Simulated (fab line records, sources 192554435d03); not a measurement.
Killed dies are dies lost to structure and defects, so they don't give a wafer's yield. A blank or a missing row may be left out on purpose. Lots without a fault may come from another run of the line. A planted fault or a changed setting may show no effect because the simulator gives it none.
fab line records | flow n5_finfet
record lots=9 wafers=26 last_day=19
route steps=1938 shown BEOL_M0_SAQP@678 BEOL_M0_CUTY@709 BEOL_M0@715 BEOL_M4@1111 PASSIVATION@1936
lots that met no fault: from a run of the same line without faults
start_h: hours from the record's first day to the start of the lot's first wafer shown | wait_h: hours since the lot's step before | " the same as in the row above | L1.1+2: a row that stands for several wafers | - no value, or no start given | * or withheld: withheld | < > ~ a bound
route shown NAME@n: a module of which the file shows steps, and the number in the route of the first | usual: mean/standard deviation of fault-free wafers | same: alike in all rows | chamber/n: place in a boat | sites: the reading at each site | _std_site: their standard deviation | _edge_site: outer sites' mean less inner sites' | radius_mm: how far each site lies from the wafer's centre | mask NAME#n: copy n | behind: the tool/chamber that last shaped the wafer | hold: why the lot was held/for how many hours/how that ended | device: the transistor (n, p or np) that didn't switch | end of line: the same wafers' tests at the end of the route | a step without rows: its recipe alone | killed: dies lost to structure and defects at the first sort, not the wafer's yield | map: a wafer's dies, x killed, . not, _ none there
set.NAME: the setting as run; set.NAME@STEP: as run at that earlier step | model.NAME: the simulator's own value behind a step, which no gauge read
steps of the route over a sample of lots; a table a step, a row a wafer
services: from which hour (start_h, from the record's first day; less than 0 if before it) a tool's chamber was out of use, for how many hours, and why
## steps
# step N5_BEOL_M0_SAQP_MANDREL2_REMOVE_110
# recipe chemistry=HBr/Cl2/O2 bt_time_s=10 target=a-Si stop_on=SiCN endpoint=OES-SiCl over_etch_frac=1 icp_w=600 bias_w=30 HBr_flow_sccm=150 Cl2_flow_sccm=80 O2_flow_sccm=5 pressure_mtorr=10
# usual drypump_motor_current_A=5.6/0.51 oes_product_au=0.995/0.022 throttle_valve_pct=36.5/0.34
# columns lot.wafer tool chamber start_h wait_h drypump_motor_current_A oes_product_au rf_hours_counter_h throttle_valve_pct
L102.1 rie_si-06 1 143.85 0.1 5.7 0.970 108 36.9
L102.2 " 3 " " 5.3 0.993 2 36.0
L102.6 " 3 " " 5.2 1.004 - 36.0
L101.2 rie_si-02 3 143.92 0.1 5.4 0.990 128 37.0
L101.3 " 0 " " 5.8 0.990 171 36.3
L101.4 " 2 " " 6.4 0.971 141 36.0
L113.3 rie_si-02 0 210.33 0.1 5.8 0.992 172 36.3
L113.4 " 3 " " 5.5 0.998 129 37.0
L113.6 " 2 " " 6.4 0.979 - 35.9
L116.1 rie_si-06 0 215.98 0.1 6.3 0.973 1 36.8
L116.4 " 3 " " 5.2 1.004 3 35.9
L116.5 " 0 " " 6.3 0.978 - 36.8
L115.1 rie_si-03 2 219.01 0.1 4.7 0.979 118 36.1
L115.3 " 1 " " 5.2 0.978 73 36.4
L115.4 " 3 " " 5.5 0.984 1 36.5
L117.1 rie_si-02 3 230.10 0.1 5.4 0.990 129 37.0
L117.4 " 2 " " 6.4 0.988 142 36.0
L117.5 " 2 " " 6.4 0.979 - 36.0
L118.2 rie_si-03 1 236.23 0.1 5.2 0.986 73 36.3
L118.5 " 1 " " 5.2 0.976 - 36.3
L118.6 " 0 " " 5.9 1.035 - 36.6
L120.4 rie_si-03 2 243.13 0.1 4.8 0.981 119 36.1
L120.5 " 3 " " 5.5 1.001 - 36.5
L121.1 rie_si-02 1 251.18 0.1 5.7 1.047 20 36.7
L121.2 " 3 " " 5.5 0.990 130 37.0
L121.5 " 2 " " 6.4 0.977 - 36.0
# step N5_BEOL_M0_SAQP_STRIP_75
# recipe chemistry=CF4 resist=SiARC power_w=300 bias_power_w=75 pressure_mtorr=50 cf4_flow_sccm=150 rf_frequency_hz=6e+07
# usual drypump_motor_current_A=5.7/0.43 oes_product_au=0.179/0.023 rf_vpp_V=271.4/1.5 showerhead_plenum_p_Torr=1.81/0.053 throttle_valve_pct=13.6/0.35
# columns lot.wafer tool chamber start_h wait_h drypump_motor_current_A oes_product_au rf_hours_counter_h rf_vpp_V showerhead_plenum_p_Torr throttle_valve_pct
L102.1 rie_diel-02 2 146.30 0.1 5.7 0.158 235 270.6 1.78 14.1
L102.2 " 3 " " 5.4 0.209 22 273.2 1.90 13.3
L102.6 " 2 " " 5.7 0.157 - 271.5 1.78 14.1
L101.2 rie_diel-02 1 146.61 0.1 5.9 0.174 171 272.6 1.86 13.8
L101.3 " 3 " " 5.4 0.215 22 275.1 1.91 13.3
L101.4 " 1 " " 5.8 0.168 - 272.9 1.86 13.8
L113.3 rie_diel-04 2 211.80 0.1 4.9 0.192 95 271.7 1.80 13.5
L113.4 " 0 " " 5.3 0.207 19 273.1 1.89 13.0
L113.6 " 1 " " 6.2 0.155 - 269.6 1.72 13.9
L116.1 rie_diel-05 2 217.55 0.1 5.8 0.204 28 270.6 1.75 13.2
L116.4 " 3 " " 5.3 0.155 249 269.2 1.78 14.1
L116.5 " 3 " " 5.3 0.150 - 270.7 1.78 14.1
L115.1 rie_diel-05 3 220.46 0.1 5.3 0.154 249 269.9 1.78 14.1
L115.3 " 1 " " 5.5 0.156 221 270.8 1.77 13.7
L115.4 " 2 " " 5.8 0.203 29 270.0 1.75 13.2
L117.1 rie_diel-05 1 231.55 0.1 5.5 0.157 226 269.8 1.76 13.7
L117.4 " 0 " " 6.4 0.166 - 271.8 1.82 13.8
L117.5 " 2 " " 5.8 0.208 - 270.2 1.75 13.2
L118.2 rie_diel-05 1 238.24 0.1 5.5 0.161 229 271.6 1.76 13.7
L118.5 " 1 " " 5.5 0.160 - 272.3 1.76 13.7
L118.6 " 2 " " 5.7 0.214 - 270.8 1.75 13.2
L120.4 rie_diel-04 0 244.70 0.1 5.2 0.215 28 274.1 1.89 13.0
L120.5 " 2 " " 4.9 0.178 - 269.8 1.80 13.5
L121.1 rie_diel-02 1 252.65 0.1 5.8 0.162 201 273.1 1.85 13.9
L121.2 " 0 " " 6.0 0.165 210 269.5 1.79 13.8
L121.5 " 0 " " 6.1 0.173 - 269.3 1.79 13.8
# step N5_BEOL_M0_CUTY_OVL_MEAS_58
# recipe points_per_wafer=44
# usual M0_ABLK_OVL=0.2/0.66
# columns lot.wafer tool chamber start_h wait_h M0_ABLK_OVL[nm]
L102.1 overlay-01 0 146.72 0.0 0.4
L102.2 " 0 " " 1.5
L102.6 " 0 " " 1.4
L101.2 overlay-01 0 146.91 0.0 0.4
L101.3 " 0 " " 0.3
L101.4 " 0 " " 0.7
L113.3 overlay-01 0 212.22 0.0 -0.5
L113.4 " 0 " " -0.1
L113.6 " 0 " " -1.2
L116.1 overlay-01 0 217.85 0.0 1.1
L116.4 " 0 " " -0.3
L116.5 " 0 " " 0.5
L115.1 overlay-01 0 220.76 0.0 0.4
L115.3 " 0 " " 0.4
L115.4 " 0 " " 1.0
L117.1 overlay-01 0 231.97 0.0 0.2
L117.4 " 0 " " -0.6
L117.5 " 0 " " 0.8
L118.2 overlay-01 0 238.66 0.0 -0.5
L118.5 " 0 " " -1.2
L118.6 " 0 " " -0.3
L120.4 overlay-02 0 245.00 0.0 0.1
L120.5 " 0 " " 0.9
L121.1 overlay-01 0 252.95 0.0 1.2
L121.2 " 0 " " 1.0
L121.5 " 0 " " 1.1
# step N5_BEOL_M0_ETCH_138
# recipe chemistry=CH3F/O2 target_depth_a=120 target=SiCN time_s=31.6 ion_energy_ev=120 pressure_mtorr=30 source_w=395 bias_w=75 Ar_flow_sccm=150 CH3F_flow_sccm=30 O2_flow_sccm=20 ends=cleared
# usual drypump_motor_current_A=5.9/0.42 etch_rf_on_time_s=29.3/1.2 oes_product_au=0.66/0.057 rf_fwd_power_W=386.4/1.7 rf_vpp_V=297.5/1.4 showerhead_plenum_p_Torr=2.01/0.053 throttle_valve_pct=16.38/0.25
# columns lot.wafer tool chamber start_h wait_h drypump_motor_current_A etch_rf_on_time_s oes_product_au rf_fwd_power_W rf_hours_counter_h rf_vpp_V showerhead_plenum_p_Torr throttle_valve_pct
L102.1 rie_diel-03 1 146.99 0.0 5.5 30.6 0.71 385.1 61 298.0 2.03 16.45
L102.2 " 0 " " 6.1 29.8 0.62 384.8 163 297.7 2.02 16.72
L102.6 " 3 " " 6.3 30.3 0.72 386.4 - 296.8 1.94 15.89
L101.2 rie_diel-01 2 147.35 0.0 6.2 27.9 0.79 387.2 20 299.6 2.05 16.32
L101.3 " 3 " " 6.1 27.7 0.63 385.5 214 296.3 1.98 16.67
L101.4 " 1 " " 6.0 28.2 0.62 383.4 159 295.8 1.93 16.39
L113.3 rie_diel-03 0 212.49 0.0 6.1 27.5 0.61 385.2 184 295.8 2.01 16.76
L113.4 " 2 " " 5.4 28.4 0.61 385.5 193 297.0 1.97 16.11
L113.6 " 3 " " 6.3 29.3 0.71 384.6 - 296.6 1.93 15.90
L116.1 rie_diel-03 2 218.11 0.0 5.4 32.5 0.57 296.0 195 325.2 1.97 16.12
L116.4 " 1 " " 5.4 33.7 0.65 290.4 87 325.9 2.03 16.49
L116.5 " 1 " " 5.4 34.3 0.65 290.0 - 326.0 2.03 16.50
L115.1 rie_diel-03 2 221.04 0.0 5.4 32.1 0.57 293.4 196 325.5 1.97 16.12
L115.3 " 3 " " 6.3 30.3 0.66 290.3 91 324.6 1.93 15.89
L115.4 " 1 " " 5.5 33.1 0.64 291.1 88 326.2 2.03 16.50
L117.1 rie_diel-03 0 232.24 0.0 6.1 32.1 0.57 289.6 189 326.6 2.01 16.76
L117.4 " 1 " " 5.5 34.0 0.65 293.5 90 325.6 2.03 16.50
L117.5 " 2 " " 5.3 32.6 0.58 293.7 - 324.3 1.97 16.11
L118.2 rie_diel-06 2 239.34 0.0 5.3 30.3 0.60 387.3 215 297.7 1.97 16.29
L118.5 " 3 " " 5.3 32.1 0.69 384.4 - 298.2 2.05 16.41
L118.6 " 2 " " 5.4 30.2 0.61 388.0 - 297.3 1.97 16.30
L120.4 rie_diel-06 0 245.26 0.0 5.7 27.5 0.65 388.9 145 299.2 2.09 16.39
L120.5 " 2 " " 5.4 31.0 0.60 387.5 - 296.5 1.97 16.30
L121.1 rie_diel-01 2 253.21 0.0 6.3 28.9 0.73 385.9 56 299.4 2.03 16.39
L121.2 " 3 " " 6.1 28.0 0.60 386.6 249 298.0 1.96 16.74
L121.5 " 3 " " 6.1 29.7 0.60 384.9 - 298.5 1.96 16.74
# step N5_BEOL_M4_RC_MEAS_101
# usual DIBL_N=36.6/2.1 DIBL_P=36.5/2.7 IOFF_N=0.17/0.043 IOFF_P=0.22/0.045 ION_N=674/17 ION_P=461/9.9 SS_N=71.7/0.79 SS_P=73.4/0.79 VT_N=249/4 VT_P=-250/3.3
# columns lot.wafer tool chamber start_h wait_h DIBL_N[mV/V] DIBL_P[mV/V] IOFF_N[nA/um] IOFF_P[nA/um] ION_N[uA/um] ION_P[uA/um] SS_N[mV/dec] SS_P[mV/dec] VT_N[mV] VT_P[mV]
L102.1 prober-01 0 194.77 0.0 39.7 39.8 0.19 0.27 657 452 71.8 75.0 249 -248
L102.2 " 0 " " 36.1 32.2 0.13 0.15 644 439 70.9 72.2 254 -255
L102.6 " 0 " " 35.1 33.3 0.12 0.17 645 449 70.6 72.6 254 -255
L101.2 prober-02 0 200.10 0.2 34.9 34.8 0.16 0.26 695 487 71.3 72.6 249 -244
L101.3 " 0 " " 35.6 34.2 0.17 0.25 653 460 71.6 73.1 250 -245
L101.4 " 0 " " 36.0 34.3 0.17 0.25 679 465 71.9 73.2 248 -246
L116.1 prober-01 0 267.84 0.0 37.2 37.6 0.17 0.22 658 452 71.1 74.0 250 -249
L116.4 " 0 " " 38.0 39.5 0.20 0.25 682 465 72.1 73.7 245 -248
L116.5 " 0 " " 35.6 34.8 0.15 0.18 673 455 71.3 73.8 251 -250
L113.3 prober-01 0 269.98 0.3 39.8 41.0 0.22 0.27 696 465 72.8 74.6 245 -246
L113.4 " 0 " " 36.4 36.3 0.14 0.19 658 452 71.2 72.9 255 -252
L113.6 " 0 " " 31.1 30.7 0.09 0.13 644 447 69.8 72.0 257 -255
L115.1 prober-02 0 275.77 0.0 37.5 37.3 0.21 0.22 678 460 71.7 73.9 244 -250
L115.3 " 0 " " 37.2 36.4 0.17 0.21 670 450 72.4 72.9 249 -252
L115.4 " 0 " " 36.2 36.1 0.18 0.20 699 469 71.6 73.4 246 -250
L117.1 prober-01 0 282.81 0.0 37.2 37.7 0.18 0.24 699 478 72.0 73.5 247 -246
L117.4 " 0 " " 36.0 36.6 0.17 0.23 678 465 71.1 73.3 246 -247
L117.5 " 0 " " 37.9 38.2 0.19 0.24 664 456 72.0 73.2 245 -249
L118.2 prober-02 0 284.37 0.2 35.6 35.6 0.15 0.19 665 447 71.4 73.5 252 -254
L118.5 " 0 " " 35.8 36.1 0.16 0.19 681 456 71.3 73.6 250 -254
L118.6 " 0 " " 37.1 37.1 0.19 0.22 673 449 72.3 73.9 246 -253
L121.1 prober-02 0 320.30 0.0 38.0 35.3 0.19 0.20 693 467 72.9 73.4 246 -252
L121.2 " 0 " " 37.7 35.8 0.16 0.20 654 445 71.8 73.4 251 -252
L121.5 " 0 " " 35.5 33.8 0.14 0.17 680 472 71.3 73.6 251 -252
L120.4 prober-02 0 340.96 0.5 34.8 32.7 0.12 0.14 672 456 70.9 72.0 254 -254
L120.5 " 0 " " 33.9 32.3 0.10 0.14 645 446 70.4 72.4 257 -256
# step N5_PASSIVATION_PROBE_49
# usual defect_limited_yield=91.5/1.7 killed_at_M0_to_M3=33/11 killed_at_M4_up=13/5.2 killed_at_contacts=11/5.7 killed_at_front_end=39/11 killed_at_other=4/3 killed_dies=101/20 killed_open=66/15 killed_short=33/8.4 sort_bin_5_function=5.0/1.1 sort_bin_6_memory=3.2/0.69 sort_bin_8_speed=0.1/0.52 sort_n_pass=1078/20 sort_yield_pct=91.4/1.7
# same gross_dies=1180 killed_at_back_side=0 sort_bin_4_leakage[%]=0
# columns lot.wafer tool chamber start_h wait_h defect_limited_yield[%] killed_at_M0_to_M3 killed_at_M4_up killed_at_contacts killed_at_front_end killed_at_other killed_dies killed_open killed_short sort_bin_5_function[%] sort_bin_6_memory[%] sort_bin_8_speed[%] sort_n_pass sort_yield_pct[%]
L113.3 prober-01 - 372.64 0.1 90.6 40 18 4 43 6 111 71 40 4.7 4.2 0 1069 90.6
L113.4 prober-01 - 372.69 0.2 91.9 39 15 5 33 4 96 65 30 5.3 2.7 0 1084 91.9
L113.6 prober-01 - 372.79 0.3 90.1 34 14 11 46 12 117 65 52 5.8 3.4 0.3 1060 89.8
L116.1 prober-01 - 378.54 0.0 93.5 21 6 5 39 6 77 36 33 3.7 1.9 0 1103 93.5
L116.5 prober-01 - 378.74 0.2 93.3 24 12 4 34 5 79 65 13 3.6 2.9 0 1101 93.3
# killed by level:class
L113.3 BEOL_M0_SAQP:geometric_particle:short=15 STI_FIN_REVEAL:geometric_particle:open=11 FIN_SAQP:geometric_particle:open=9 BEOL_M0_SAQP:geometric_particle:open=9 BEOL_M5:geometric_particle:open=8 FIN_SAQP:geometric_particle:short=6 BEOL_M2:geometric_particle:open=6 BEOL_M1:geometric_particle:open=5
L113.4 BEOL_M0_SAQP:geometric_particle:short=12 STI_FIN_REVEAL:geometric_particle:open=11 BEOL_M0_SAQP:geometric_particle:open=11 BEOL_M4:geometric_particle:open=7 BEOL_M2:geometric_particle:open=7 GATE_CUT:geometric_particle:open=5 MOL_CONTACT_COAG:geometric_particle:open=4 FIN_SAQP:geometric_particle:short=3
L113.6 BEOL_M0_SAQP:geometric_particle:short=14 BEOL_M0_SAQP:geometric_particle:open=10 DUMMY_GATE:geometric_particle:open=8 MOL_CONTACT_COAG:geometric_particle:open=8 BEOL_M4:geometric_particle:open=6 FIN_SAQP:geometric_particle:short=5 DUMMY_GATE:geometric_particle:short=5 ILD0:geometric_particle:short=5
L116.1 HKMG_FIN:area_etch=8 FIN_SAQP:geometric_particle:short=7 BEOL_M0_SAQP:geometric_particle:short=7 STI_FIN_REVEAL:geometric_particle:open=6 MOL_CONTACT_COAG:geometric_particle:open=5 BEOL_M0_SAQP:geometric_particle:open=5 STI_FIN_REVEAL:geometric_particle:short=3 DUMMY_GATE:geometric_particle:open=3
L116.5 BEOL_M0_SAQP:geometric_particle:open=10 STI_FIN_REVEAL:geometric_particle:open=8 FIN_SAQP:geometric_particle:open=7 BEOL_M4:geometric_particle:open=7 BEOL_M3:geometric_particle:open=6 FIN_SAQP:geometric_particle:short=5 MOL_CONTACT_COAG:geometric_particle:open=4 STARTING-WAFER:geometric_particle:open=4
## services
# columns tool chamber start_h hours kind
rie_diel-04 0 124.66 - clean
rie_diel-04 0 124.66 - consumable_replace:focus_ring
rie_diel-04 0 124.66 - consumable_replace:showerhead
rie_diel-02 0 137.14 1.7 repair
rie_diel-05 0 139.20 12.1 repair
rie_si-03 3 155.58 - clean
rie_si-03 3 155.58 19.9 scheduled_down
rie_si-03 3 155.58 19.9 vent_cycle
rie_diel-02 2 167.26 2.7 repair
rie_diel-04 3 171.42 1.6 repair
rie_diel-04 1 190.80 1.3 repair
rie_si-02 - 191.63 14.6 pm
rie_diel-02 2 204.99 - clean
rie_diel-02 2 204.99 - consumable_replace:focus_ring
rie_diel-02 2 204.99 19.7 scheduled_down
rie_diel-02 2 204.99 19.7 vent_cycle
rie_si-06 1 219.17 2.3 repair
rie_diel-03 - 222.26 2.8 pm
rie_diel-05 3 222.62 - clean
rie_diel-05 3 222.62 - consumable_replace:focus_ring
rie_diel-05 3 222.62 24.3 scheduled_down
rie_diel-05 3 222.62 24.3 vent_cycle
rie_diel-05 - 229.87 0.2 repair
rie_si-06 0 243.03 21.1 repair
## key
first_sign step=N5_BEOL_M0_ETCH_138 reading=rf_fwd_power_W direction=down sigmas=56 usual=* struck=*
effect step=N5_BEOL_M0_ETCH_138 reading=rf_vpp_V direction=up sigmas=20 usual=297.5 struck=325.5
met_at N5_BEOL_M0_ETCH_138
struck_lots L115,L116,L117
not_acting_at N5_BEOL_M0_SAQP_MANDREL2_REMOVE_110,N5_BEOL_M0_SAQP_STRIP_75,N5_BEOL_M0_CUTY_OVL_MEAS_58
onset_between 212.49 218.11
fault kind=process_parameter_drift tool=rie_diel-03 chamber=- onset_h=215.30 steps=N5_BEOL_M0_ETCH_138 channel=source_w offset=-94.8 shape=step end_h=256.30 acts_in=these_recipes_only stated=395
